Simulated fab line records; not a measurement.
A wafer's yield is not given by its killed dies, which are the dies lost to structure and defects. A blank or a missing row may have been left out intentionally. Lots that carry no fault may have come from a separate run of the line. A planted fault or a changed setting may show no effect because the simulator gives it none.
fab line records | flow nand_harc
[record] lots = 4 wafers = 12 last_day = 34
route steps=1302 shown A_CHANNEL_HOLE_D2@570 END@1301
lots that met no fault: taken from a fault-free run of the same line
start_h: start of the lot's first displayed wafer, in hours after the record's first day | wait_h: how many hours have passed since the lot's step before this one | " same as the row above | L1.1+2: one row covering several wafers at once | - value missing, or start not given | * or withheld: withheld | < > ~ a bound
route shown NAME@n: a module of which the file shows steps, and the number in the route of the first | usual: average and standard deviation across the fault-free wafers | same: alike in all rows | chamber/n: place in a boat | sites: per-site readings | _std_site: the values' standard deviation | _edge_site: inner sites' mean taken away from outer sites' mean | radius_mm: how far each site lies from the wafer's centre | mask NAME#n: copy n | behind: the most recent tool/chamber to have shaped the wafer | hold: why the lot went on hold/how many hours it stayed there/how the hold came to an end | device: names the non-switching transistor (n, p or np) | end of line: tests run on the same wafers once the route is complete | step lacking rows: just its recipe | killed: the dies lost at the first sort to structure and to defects; this is not the yield of the wafer | map: dies across one wafer; x = killed, . = not, _ = none there
set.NAME: the setting that was run; set.NAME@STEP: the one run at that earlier step | model.NAME: the simulator's own value behind a step, which no gauge read
lots at selected steps of the route; one table per step, one row per wafer
services: a tool's chamber out of use, with start hour (start_h, from the record's first day; less than 0 if before it), hours out, and reason
[[steps]]
[step NHARC_A_CHANNEL_HOLE_D2_DEP_00]
[recipe] target_thk_a = 31000 temp_c = 400 material = aC
[step NHARC_A_CHANNEL_HOLE_D2_DEP_01]
[recipe] target_thk_a = 1400 target_thk_nm = 140 temp_c = 400 pressure_torr = 3.5 flow_sccm = 200 rf_w = 350 material = SiON
[step NHARC_A_CHANNEL_HOLE_D2_DEHYDRATE_02]
[recipe] temp_c = 150 time_s = 120
[step NHARC_A_CHANNEL_HOLE_D2_HMDS_03]
[recipe] time_s = 30
[step NHARC_A_CHANNEL_HOLE_D2_COAT_36]
[recipe] temp_c = 260 time_s = 75
[step NHARC_A_CHANNEL_HOLE_D2_COAT_37]
[recipe] temp_c = 225 time_s = 65
[step NHARC_A_CHANNEL_HOLE_D2_COAT_04]
[recipe] spin_rpm = 1500 resist_thk_nm = 90
[step NHARC_A_CHANNEL_HOLE_D2_SOFTBAKE_05]
[recipe] temp_c = 105 time_s = 55
[step NHARC_A_CHANNEL_HOLE_D2_EBR_06]
[step NHARC_A_CHANNEL_HOLE_D2_EXPOSE_07]
[recipe] na = 1.35 target_cd_nm = 100 sigma_outer = 0.3 dose_mj = 59.65 mask_id = HOLE_D2
[step NHARC_A_CHANNEL_HOLE_D2_PEB_08]
[recipe] peb_temp_c = 100 peb_time_s = 65
[usual] heater_power_total_W = 156.7/0.4
// columns lot.wafer tool chamber start_h wait_h heater_power_total_W
L987.1 litho_track-04 0 373.14 0.1 156.0
L987.3 " 0 " " 157.2
L987.5 " 0 " " 156.7
L996.1 litho_track-04 0 457.72 0.1 187.2
L996.2 " 0 " " 186.2
L996.4 " 0 " " 187.3
L995.1 litho_track-04 0 459.04 0.1 187.2
L995.5 " 0 " " 156.9
L995.6 " 0 " " 157.1
L102.1 litho_track-01 0 530.43 0.1 156.6
L102.3 " 0 " " 156.6
L102.5 " 0 " " 156.5
[step NHARC_A_CHANNEL_HOLE_D2_DEVELOP_09]
[recipe] develop_time_s = 35 dev_temp_c = 23
[step NHARC_A_CHANNEL_HOLE_D2_CD_MEAS_10]
[recipe] target_cd_nm = 100 landing_energy_ev = 500
[usual] cd_nm = 100.3/0.57
// columns lot.wafer tool chamber start_h wait_h cd_nm
L987.1 cd_sem-01 0 373.22 - 99.9
L987.3 " 0 " " 100.1
L987.5 " 0 " " 101.3
L996.1 cd_sem-03 0 457.80 - 91.5
L996.2 " 0 " " 90.1
L996.4 " 0 " " 90.4
L995.1 cd_sem-01 0 459.12 - 90.2
L995.5 " 0 " " 100.2
L995.6 " 0 " " 99.9
L102.1 cd_sem-03 0 530.51 - 99.7
L102.3 " 0 " " 101.0
L102.5 " 0 " " 100.3
[step NHARC_A_CHANNEL_HOLE_D2_DESCUM_15]
[recipe] time_s = 3 o2_flow_sccm = 200 ar_flow_sccm = 0 bias_power_w = 0 chemistry = O2
[usual] drypump_motor_current_A = 5.7/0.44 o2_flow_sccm = 200.0/0.64 oes_product_au = 1.005/0.014 rf_vpp_V = 58.0/0.83 showerhead_plenum_p_Torr = 1.94/0.054 throttle_valve_pct = 11.311/0.0095
// columns lot.wafer tool chamber start_h wait_h drypump_motor_current_A o2_flow_sccm oes_product_au rf_hours_counter_h rf_vpp_V showerhead_plenum_p_Torr throttle_valve_pct model.A_CHANNEL_HOLE_D2.cd_nm
L987.3 rie_diel-03 1 373.41 0.1 5.3 200.7 0.995 4.2 60.4 1.94 11.321 100.9
L987.1 " 2 " " 6.0 200.7 0.998 4.0 58.3 1.88 11.324 100.7
L987.5 " 1 " " 5.3 200.8 1.008 - 56.8 1.94 11.328 101.9
L996.2 rie_diel-03 0 457.98 0.1 6.3 200.2 1.014 8.2 59.3 1.87 11.304 89.9
L996.1 " 1 " " 5.3 200.5 0.987 9.2 58.3 1.94 11.316 92.39
L996.4 " 3 " " 5.2 200.6 0.991 8.5 57.3 2.01 11.298 90.15
L995.1 rie_diel-08 0 459.31 0.1 5.1 200.2 1.002 6.3 58.2 1.96 11.318 89.64
L995.5 " 0 " " 5.1 201.0 0.987 - 59.1 1.96 11.308 99.14
L995.6 " 1 " " 6.3 200.4 0.989 - 58.9 1.93 11.313 100.3
L102.1 rie_diel-03 2 530.69 0.1 6.0 200.5 1.000 3.9 57.3 1.88 11.319 101.9
L102.3 " 1 " " 5.3 199.5 0.977 - 57.1 1.94 11.319 101.4
L102.5 " 1 " " 5.3 198.7 0.995 - 58.3 1.94 11.326 100.8
[step NHARC_A_CHANNEL_HOLE_D2_ETCH_38]
[recipe] target_depth_a = 390 over_etch_frac = 0.3 time_s = 65 ion_energy_ev = 80 cf4_flow_sccm = 150 ar_flow_sccm = 0 rf_w = 300 bias_w = 100 chemistry = CF4
[step NHARC_A_CHANNEL_HOLE_D2_ETCH_39]
[recipe] target_depth_a = 2600 over_etch_frac = 0.3 time_s = 325 ion_energy_ev = 200 n2_flow_sccm = 150 h2_flow_sccm = 150 ar_flow_sccm = 0 rf_w = 400 bias_w = 150 chemistry = N2/H2
[step NHARC_A_CHANNEL_HOLE_D2_ETCH_34]
[recipe] target_depth_a = 1540 time_s = 77 cf4_flow_sccm = 100 chf3_flow_sccm = 30 ar_flow_sccm = 0 rf_w = 500 bias_w = 200 chemistry = CF4/CHF3
[step NHARC_A_CHANNEL_HOLE_D2_ETCH_16]
[recipe] target_depth_a = 31000 over_etch_frac = 0.3 time_s = 806 ion_energy_ev = 150 o2_flow_sccm = 400 cos_flow_sccm = 20 ar_flow_sccm = 0 rf_w = 500 bias_w = 300 chemistry = O2/COS
[step NHARC_A_CHANNEL_HOLE_D2_CD_MEAS_18]
[usual] cd_nm = 101.6/2.5
// columns lot.wafer tool chamber start_h wait_h cd_nm
L987.1 cd_sem-03 - 374.51 - 105.5
L987.3 " - " " 101.0
L987.5 " - " " 104.9
L996.1 cd_sem-03 - 459.11 - 93.2
L996.2 " - " " 89.8
L996.4 " - " " 87.1
L995.1 cd_sem-02 - 460.41 - 89.4
L995.5 " - " " 97.0
L995.6 " - " " 102.2
L102.1 cd_sem-01 - 532.41 - 97.8
L102.3 " - " " 104.8
L102.5 " - " " 101.6
[step NHARC_A_CHANNEL_HOLE_D2_ETCH_19]
[recipe] bias_v = 1200 source_w = 2500 pressure_mtorr = 15 time_s = 34.5 ar_flow_sccm = 375 c4f8_flow_sccm = 28.8 o2_flow_sccm = 96.2 temp_c = -20 target_depth_a = * chemistry = C4F8/O2/Ar
[step NHARC_A_CHANNEL_HOLE_D2_ETCH_20]
[recipe] bias_v = 3000 source_w = withheld pressure_mtorr = 20 time_s = 361.9 ar_flow_sccm = 375 c4f8_flow_sccm = 89.3 o2_flow_sccm = 35.7 temp_c = -20 target_depth_a = 16000 chemistry = C4F8/O2/Ar
[step NHARC_A_CHANNEL_HOLE_D2_ETCH_21]
[recipe] bias_v = 3000 source_w = withheld pressure_mtorr = 20 time_s = 514.3 ar_flow_sccm = 375 c4f8_flow_sccm = 89.3 o2_flow_sccm = 35.7 temp_c = -20 target_depth_a = 16000 chemistry = C4F8/O2/Ar
[step NHARC_A_CHANNEL_HOLE_D2_ETCH_22]
[recipe] bias_v = 3000 source_w = withheld pressure_mtorr = 20 time_s = 666.7 ar_flow_sccm = 375 c4f8_flow_sccm = 89.3 o2_flow_sccm = 35.7 temp_c = -20 target_depth_a = 16000 chemistry = C4F8/O2/Ar
[step NHARC_A_CHANNEL_HOLE_D2_ETCH_23]
[recipe] bias_v = 5000 source_w = withheld pressure_mtorr = 20 time_s = 819 ar_flow_sccm = 375 c4f8_flow_sccm = 89.3 o2_flow_sccm = 35.7 temp_c = -20 target_depth_a = 16000 chemistry = C4F8/O2/Ar
[step NHARC_A_CHANNEL_HOLE_D2_ETCH_24]
[recipe] bias_v = 5000 source_w = withheld pressure_mtorr = 20 time_s = 906.2 ar_flow_sccm = 375 c4f8_flow_sccm = 93.8 o2_flow_sccm = 31.2 temp_c = -20 target_depth_a = 15000 chemistry = C4F8/O2/Ar
[step NHARC_A_CHANNEL_HOLE_D2_ETCH_25]
[recipe] bias_v = 5000 source_w = withheld pressure_mtorr = 20 time_s = 1040.2 ar_flow_sccm = 375 c4f8_flow_sccm = 93.8 o2_flow_sccm = 31.2 temp_c = -20 target_depth_a = 15000 chemistry = C4F8/O2/Ar
[step NHARC_A_CHANNEL_HOLE_D2_ETCH_26]
[recipe] bias_v = 300 source_w = 2000 pressure_mtorr = 30 time_s = 224.1 ar_flow_sccm = 375 c4f8_flow_sccm = 11.4 o2_flow_sccm = 113.6 temp_c = -20 target_depth_a = 3000 chemistry = C4F8/O2/Ar
[step NHARC_A_CHANNEL_HOLE_D2_ETCH_27]
[recipe] bias_v = 400 source_w = 2000 pressure_mtorr = 25 time_s = 90 ar_flow_sccm = 375 c4f8_flow_sccm = 41.7 o2_flow_sccm = 83.3 temp_c = -20 target_depth_a = 4000 chemistry = C4F8/O2/Ar
[step NHARC_A_CHANNEL_HOLE_D2_STRIP_41]
[recipe] n2_flow_sccm = 150 h2_flow_sccm = 150 ar_flow_sccm = 0 bias_w = 0 chemistry = N2/H2
[step NHARC_A_CHANNEL_HOLE_D2_STRIP_42]
[recipe] cf4_flow_sccm = 100 chf3_flow_sccm = 30 ar_flow_sccm = 0 bias_w = 0 chemistry = CF4/CHF3
[step NHARC_A_CHANNEL_HOLE_D2_STRIP_43]
[recipe] o2_flow_sccm = 400 cos_flow_sccm = 20 ar_flow_sccm = 0 bias_w = 0 chemistry = O2/COS
[step NHARC_A_CHANNEL_HOLE_D2_ETCH_44]
[recipe] target_depth_a = 1400 overetch_a = 140 time_s = 77 ion_energy_ev = 100 cf4_flow_sccm = 80 o2_flow_sccm = 20 ar_flow_sccm = 0 rf_w = 300 bias_w = 100 chemistry = CF4/O2
[usual] drypump_motor_current_A = 5.7/0.45 o2_flow_sccm = 20.01/0.059 oes_product_au = 1.006/0.014 rf_vpp_V = 198.2/1.2 showerhead_plenum_p_Torr = 1.36/0.038 throttle_valve_pct = 13.398/0.0087
// columns lot.wafer tool chamber start_h wait_h drypump_motor_current_A o2_flow_sccm oes_product_au rf_hours_counter_h rf_vpp_V showerhead_plenum_p_Torr throttle_valve_pct model.A_CHANNEL_HOLE_D2.cd_nm
L987.3 rie_diel-03 0 383.29 0.1 6.3 19.98 1.025 5.3 197.8 1.30 13.407 91.83
L987.1 " 1 " " 5.3 20.15 1.014 5.0 197.7 1.35 13.379 91.35
L987.5 " 0 " " 6.3 19.97 1.024 - 196.4 1.30 13.406 92.71
L996.2 rie_diel-01 3 463.89 0.0 5.8 20.07 1.008 2.1 197.5 1.37 13.411 79.59
L996.1 " 1 " " 6.4 19.89 1.017 2.6 197.6 1.37 13.392 78.95
L996.4 " 2 " " 5.5 19.96 0.997 2.3 198.8 1.34 13.387 82.98
L995.1 rie_diel-01 2 465.21 0.1 5.5 20.05 1.000 2.4 197.4 1.34 13.395 80.82
L995.5 " 1 " " 6.3 20.05 1.008 - 197.2 1.37 13.389 88.5
L995.6 " 2 " " 5.5 20.06 1.012 - 199.1 1.34 13.392 90.94
L102.3 rie_diel-08 3 537.22 0.1 5.3 20.06 1.011 8.4 199.5 1.42 13.398 87.41
L102.1 " 2 " " 5.2 20.00 0.997 8.3 198.0 1.35 13.392 89.42
L102.5 " 0 " " 5.1 20.09 1.004 - 200.3 1.37 13.378 88.73
[step NHARC_A_CHANNEL_HOLE_D2_STRIP_28]
[recipe] o2_flow_sccm = 500 ar_flow_sccm = 0 bias_w = 0 chemistry = O2
[step NHARC_A_CHANNEL_HOLE_D2_PRECLEAN_29]
[recipe] time_s = * temp_c = 50 bath_age_min = 0 chemistry = SC1
[step NHARC_A_CHANNEL_HOLE_D2_SRD_30]
[step NHARC_A_CHANNEL_HOLE_D2_CD_MEAS_31]
[usual] cd_nm = 90.2/1.9
// columns lot.wafer tool chamber start_h wait_h cd_nm
L987.1 cd_sem-03 - 384.09 - 89.9
L987.3 " - " " 92.0
L987.5 " - " " 92.5
L996.1 cd_sem-03 - 464.69 - 79.4
L996.2 " - " " 78.9
L996.4 " - " " 83.2
L995.1 cd_sem-02 - 466.01 - 81.4
L995.5 " - " " 87.9
L995.6 " - " " 91.2
L102.1 cd_sem-03 - 538.29 - 89.2
L102.3 " - " " 87.3
L102.5 " - " " 88.9
[step NHARC_A_CHANNEL_HOLE_D2_XSEM_32]
[recipe] landing_energy_ev = 35000
[usual] bot_cd_nm = 74.8/2.1 bow_nm = 8.50/0.23 tilt_deg = 0.06/0.037
// columns lot.wafer tool chamber start_h wait_h bot_cd_nm bow_nm tilt_deg
L987.1 xsem-02 0 384.18 0.1 74.8 8.85 0.04
L987.3 " 0 " " 77.2 8.79 0.04
L987.5 " 0 " " 77.8 8.64 0.04
L996.1 xsem-01 0 464.77 0.1 63.8 8.13 0.07
L996.2 " 0 " " 63.6 8.13 0.07
L996.4 " 0 " " 67.6 8.12 0.07
L995.1 xsem-02 0 466.10 0.1 65.9 8.20 0.11
L995.5 " 0 " " 72.3 8.19 0.11
L995.6 " 0 " " 75.7 8.21 0.11
L102.1 xsem-02 0 538.39 0.1 73.0 9.12 0.05
L102.3 " 0 " " 71.4 9.10 0.05
L102.5 " 0 " " 72.9 9.02 0.06
[step NHARC_END_WLT_00]
[usual] VT_DECK1_BOTTOM = 0.874/0.009 VT_DECK1_BOTTOM_INNER = 0.874/0.0091 VT_DECK1_MEDIAN_NEAR_BOTTOM = 0.874/0.0096 VT_DECK1_MEDIAN_NEAR_BOTTOM_INNER = 0.874/0.0088 VT_DECK1_MIDDLE = 0.886/0.0081 VT_DECK1_MIDDLE_INNER = 0.886/0.0083 VT_DECK1_TOP = 0.897/0.0076 VT_DECK1_TOP_INNER = 0.898/0.0083 VT_DECK2_BOTTOM = 0.871/0.0071 VT_DECK2_BOTTOM_INNER = 0.871/0.0067 VT_DECK2_MEDIAN_NEAR_BOTTOM = 0.871/0.007 VT_DECK2_MEDIAN_NEAR_BOTTOM_INNER = 0.871/0.0066 VT_DECK2_MIDDLE = 0.884/0.0058 VT_DECK2_MIDDLE_INNER = 0.884/0.0058 VT_DECK2_TOP = 0.896/0.0056 VT_DECK2_TOP_INNER = 0.896/0.0061
// columns lot.wafer tool chamber start_h wait_h VT_DECK1_BOTTOM VT_DECK1_BOTTOM_INNER VT_DECK1_MEDIAN_NEAR_BOTTOM VT_DECK1_MEDIAN_NEAR_BOTTOM_INNER VT_DECK1_MIDDLE VT_DECK1_MIDDLE_INNER VT_DECK1_TOP VT_DECK1_TOP_INNER VT_DECK2_BOTTOM VT_DECK2_BOTTOM_INNER VT_DECK2_MEDIAN_NEAR_BOTTOM VT_DECK2_MEDIAN_NEAR_BOTTOM_INNER VT_DECK2_MIDDLE VT_DECK2_MIDDLE_INNER VT_DECK2_TOP VT_DECK2_TOP_INNER
L987.1 prober-01 - 642.59 0.0 0.892 0.886 0.884 0.890 0.892 0.899 0.901 0.906 0.877 0.869 0.865 0.873 0.884 0.882 0.899 0.895
L987.3 " - " " 0.884 0.882 0.888 0.880 0.883 0.894 0.908 0.903 0.880 0.874 0.881 0.879 0.889 0.882 0.892 0.897
L987.5 " - " " 0.877 0.879 0.880 0.875 0.889 0.895 0.906 0.908 0.877 0.874 0.876 0.880 0.879 0.883 0.900 0.898
L996.1 prober-01 - 723.75 0.0 0.878 0.875 0.873 0.877 0.882 0.893 0.894 0.898 0.841 0.838 0.842 0.831 0.857 0.856 0.870 0.879
L996.2 " - " " 0.868 0.871 0.874 0.876 0.883 0.886 0.893 0.900 0.832 0.840 0.837 0.834 0.860 0.852 0.872 0.875
L996.4 " - 725.25 1.5 0.870 0.873 0.873 0.870 0.883 0.875 0.899 0.895 0.850 0.846 0.843 0.854 0.857 0.857 0.874 0.875
L995.1 prober-02 - 723.77 0.1 0.881 0.874 0.875 0.876 0.882 0.887 0.889 0.904 0.847 0.845 0.849 0.849 0.857 0.863 0.873 0.873
L995.5 " - 725.76 2.0 0.872 0.874 0.871 0.871 0.891 0.891 0.911 0.894 0.867 0.861 0.874 0.859 0.884 0.883 0.900 0.891
L995.6 " - " " 0.875 0.874 0.875 0.881 0.882 0.889 0.902 0.901 0.879 0.875 0.876 0.877 0.891 0.887 0.902 0.903
L102.1 prober-01 - 802.63 0.0 0.882 0.874 0.874 0.869 0.878 0.888 0.888 0.888 0.873 0.870 0.871 0.870 0.875 0.884 0.891 0.893
L102.3 " - 803.64 1.1 0.863 0.861 0.868 0.864 0.876 0.873 0.891 0.890 0.852 0.857 0.865 0.863 0.870 0.878 0.897 0.896
L102.5 " - 804.66 2.1 0.864 0.876 0.875 0.878 0.879 0.880 0.883 0.892 0.870 0.870 0.865 0.866 0.878 0.879 0.901 0.892
[step NHARC_END_SORT_01]
[recipe] temp_c = 25
[usual] killed_at_array = 54/17 killed_at_other = 0.7/1 killed_at_periphery = 3.7/2.9 killed_dies = 58/16 killed_open = 3.2/1.9 killed_short = 2.2/1.5
[same] gross_dies = 677
// columns lot.wafer tool chamber start_h wait_h killed_at_array killed_at_other killed_at_periphery killed_dies killed_open killed_short
L987.1 prober-01 0 645.54 2.5 54 0 2 56 3 4
L987.3 prober-01 0 647.13 3.1 56 0 2 58 2 3
L996.1 prober-01 0 726.74 2.5 68 0 2 70 1 0
L996.2 prober-01 0 727.54 2.8 65 0 5 70 3 2
L996.4 prober-01 0 729.14 3.4 65 0 6 71 4 6
L995.1 prober-02 0 726.75 2.5 48 0 2 50 4 3
// killed by level:class
L987.1 A_CHANNEL_HOLE_D1:chamber_film_flake=29 A_CHANNEL_HOLE_D2:chamber_film_flake=9 A_CONTACT:chamber_film_flake=5 A_STAIRCASE:chamber_film_flake=3 A_CHANNEL_FILL_D1:geometric_particle:short=2 A_CHANNEL_FILL_D2:geometric_particle:short=2 P_GATE:geometric_particle:open=1 A_CONTACT:geometric_particle:open=1
L987.3 A_CHANNEL_HOLE_D1:chamber_film_flake=32 A_CHANNEL_HOLE_D2:chamber_film_flake=11 A_CONTACT:chamber_film_flake=7 A_ONON_D1:geometric_particle:short=2 P_STI:geometric_particle:short=1 A_ONON_D1:geometric_particle:open=1 A_M1:geometric_particle:open=1 P_STI:chamber_film_flake=1
L996.1 A_SLIT:chamber_film_flake=33 A_CHANNEL_HOLE_D2:chamber_film_flake=16 A_STAIRCASE:chamber_film_flake=7 A_CONTACT:chamber_film_flake=7 A_DECK1_JOINT:geometric_particle:open=1 P_ZERO_WELL:chamber_film_flake=1 P_GATE:chamber_film_flake=1 A_CHANNEL_HOLE_D1:chamber_film_flake=1
L995.1 A_CHANNEL_HOLE_D1:chamber_film_flake=28 A_CHANNEL_HOLE_D2:area_peb=6 A_SGD_CUT:chamber_film_flake=4 A_ONON_D1:geometric_particle:open=2 A_ONON_D2:geometric_particle:short=2 A_SLIT:chamber_film_flake=2 A_STAIRCASE:chamber_film_flake=2 P_M0:geometric_particle:open=1
L996.2 A_CHANNEL_HOLE_D2:chamber_film_flake=18 A_SLIT:chamber_film_flake=17 A_CONTACT:chamber_film_flake=8 A_CHANNEL_HOLE_D1:chamber_film_flake=5 A_CHANNEL_HOLE_D2:area_peb=5 A_STAIRCASE:chamber_film_flake=4 P_STI:chamber_film_flake=2 P_GATE:chamber_film_flake=2
L996.4 A_SLIT:chamber_film_flake=27 A_CHANNEL_HOLE_D2:chamber_film_flake=13 A_CHANNEL_HOLE_D2:area_peb=5 A_CONTACT:chamber_film_flake=4 P_GATE:chamber_film_flake=3 A_CHANNEL_HOLE_D1:chamber_film_flake=3 A_CHANNEL_FILL_D2:geometric_particle:open=2 A_DECK1_JOINT:chamber_film_flake=2
[[services]]
// columns tool chamber start_h hours kind
rie_diel-03 0 363.95 - clean
rie_diel-03 1 363.95 - clean
rie_diel-03 2 363.95 - clean
rie_diel-03 3 363.95 - clean
rie_diel-01 2 364.72 9.1 repair
rie_diel-08 - 367.80 9.0 pm
xsem-01 - 374.00 14.0 pm
litho_track-04 - 378.00 7.0 pm
rie_diel-01 - 380.80 9.0 pm
rie_diel-03 0 384.22 17.7 repair
rie_diel-03 3 385.38 6.2 repair
rie_diel-03 1 388.45 - clean
rie_diel-03 2 388.45 - clean
rie_diel-03 0 412.95 - clean
rie_diel-03 1 412.95 - clean
rie_diel-03 2 412.95 - clean
rie_diel-03 3 412.95 - clean
rie_diel-01 - 454.69 4.7 repair
rie_diel-03 - 458.45 9.0 pm
litho_track-01 - 505.00 7.0 pm
rie_diel-03 - 518.06 0.4 repair
rie_diel-03 3 518.64 14.7 repair
rie_diel-03 0 525.98 24.6 repair
rie_diel-01 2 527.84 4.8 repair
[[key]]
[first_sign] step = NHARC_A_CHANNEL_HOLE_D2_PEB_08 reading = heater_power_total_W direction = up sigmas = 75 usual = * struck = *
[effect] step = NHARC_A_CHANNEL_HOLE_D2_CD_MEAS_10 reading = cd_nm direction = down sigmas = 17 usual = 100.3 struck = 90.5
[effect] step = NHARC_A_CHANNEL_HOLE_D2_CD_MEAS_18 reading = cd_nm direction = down sigmas = 4.7 usual = 101.6 struck = 89.9
[effect] step = NHARC_A_CHANNEL_HOLE_D2_CD_MEAS_31 reading = cd_nm direction = down sigmas = 4.9 usual = 90.2 struck = 80.7
[effect] step = NHARC_A_CHANNEL_HOLE_D2_XSEM_32 reading = bot_cd_nm direction = down sigmas = 4.6 usual = 74.8 struck = 65.2
[effect] step = NHARC_END_WLT_00 reading = VT_DECK2_MIDDLE direction = down sigmas = 4.6 usual = 0.884 struck = 0.858
[model_effect] step = NHARC_A_CHANNEL_HOLE_D2_DESCUM_15 value = A_CHANNEL_HOLE_D2.cd_nm without = 100.2 struck = 90.52
[model_effect] step = NHARC_A_CHANNEL_HOLE_D2_ETCH_44 value = A_CHANNEL_HOLE_D2.cd_nm without = 90.24 struck = 80.59
met_at NHARC_A_CHANNEL_HOLE_D2_PEB_08
struck_wafers L995.1,L996.1,L996.2,L996.4
tester_left_out L995,L996
onset_between 373.14 457.72
[fault] kind = process_parameter_drift tool = litho_track-04 chamber = - onset_h = 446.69 steps = NHARC_A_CHANNEL_HOLE_D2_PEB_08 channel = peb_time_s offset = * shape = step end_h = 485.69 scope = struck_wafers_only acts_in = * stated = *
// tester_left_out: of these lots the tester's yield and bins aren't shown, on N5 and GAA mostly nor the transistor test; their killed dies are dies lost to structure and defects alone, not to doping, threshold or leakage, so they don't give the yield
